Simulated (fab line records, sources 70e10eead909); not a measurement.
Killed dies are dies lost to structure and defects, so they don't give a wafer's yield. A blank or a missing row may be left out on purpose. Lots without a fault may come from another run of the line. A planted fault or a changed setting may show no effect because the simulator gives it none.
A struck lot beside a sound one | flow nand_harc | 14 steps out of a route of 1302
Sound: wafers L365.3, L365.4, L365.6. Struck: wafers L378.2, L378.4. (L378.5 of the same lot was not struck and is left out.) The cause comes at the end.
At each step with rows: each side's tool, then ch and its chambers, then its first start. Under that, the readings that differ: sound wafers | struck wafers | difference of the means | sigmas: that difference in standard deviations of wafers without a fault.
alike: readings whose means differ by less than 2 such deviations, and words and numbers that are the same on both sides. not compared: withheld readings, readings that some wafer has no value for, bounds like >300 that may hide the same value, and numbers for which the record gives no deviation and whose values overlap.
The two part at a step that has a row with sigmas, a row that says differs or no value, or rows on one side only. Numbers that don't overlap but have no deviation are shown without sigmas and don't part them. A reading that every wafer of one side lacks parts them only if that side has two wafers or more.

first, 2 steps without rows for these wafers: NHARC_A_SOURCE_PLATE_SRD_01; NHARC_A_SOURCE_PLATE_OXIDE_02 (material SiO2, target thk 10 nm, ox time 1362 s).
NHARC_A_SOURCE_PLATE_THK_MEAS_09: measures by ellipsometry.
  sound on film_metro-01, day 7 15:37; struck on film_metro-01, day 13 00:40
  alike: thk_nm
then, 3 steps without rows for these wafers: NHARC_A_SOURCE_PLATE_PVD_04 (deposits WSi2, target thk 50 nm); NHARC_A_SOURCE_PLATE_CVD_03 (deposits poly-Si, target thk 200 nm, time 4000 s); NHARC_A_SOURCE_PLATE_ANNEAL_05 (time 1800 s).
NHARC_A_SOURCE_PLATE_THK_MEAS_06: measures by ellipsometry.
  sound on film_metro-01, day 8 04:10; struck on film_metro-01, day 13 13:33
  alike: thk_nm
NHARC_A_SOURCE_PLATE_INSPECT_08:
  sound on defect_inspect-02, day 8 04:14; struck on defect_inspect-01, day 13 13:37
  alike: raw_defect_count
then, 1 step without rows for these wafers: NHARC_A_ONON_D1_DEP_00 (target thk 1000 nm).
NHARC_A_ONON_D1_THK_MEAS_02: measures by ellipsometry.
  sound on film_metro-02, day 8 04:49; struck on film_metro-01, day 13 14:11
  alike: thk_nm
NHARC_A_ONON_D1_DEP_03: target thk 1000 nm.
  sound on pecvd_onon-04 ch 0, day 8 04:59; struck on pecvd_onon-04 ch 0, day 13 14:19
NHARC_A_ONON_D1_THK_MEAS_05: measures by ellipsometry.
  sound on film_metro-01, day 8 05:23; struck on film_metro-01, day 13 14:46
  reading     | sound          | struck    | difference | sigmas
  thk_nm (nm) | 1006 1007 1007 | 1082 1080 | +74        | +8
then, 1 step without rows for these wafers: NHARC_A_ONON_D1_DEP_06 (target thk 1000 nm).
-- the record jumps here: 16 days lie between the struck wafers' starts before and after (it left off in module A_ONON_D1 and takes up again in module END, whose first step shown is number 1302 of the route) --
NHARC_END_SORT_01:
  the record has rows for the struck wafers here (prober-02 ch 0, day 30 02:45) and none for the sound ones

WHERE THEY PART
First at NHARC_A_ONON_D1_THK_MEAS_05; last, within this record, at NHARC_END_SORT_01.

WHY: what the simulator had put in
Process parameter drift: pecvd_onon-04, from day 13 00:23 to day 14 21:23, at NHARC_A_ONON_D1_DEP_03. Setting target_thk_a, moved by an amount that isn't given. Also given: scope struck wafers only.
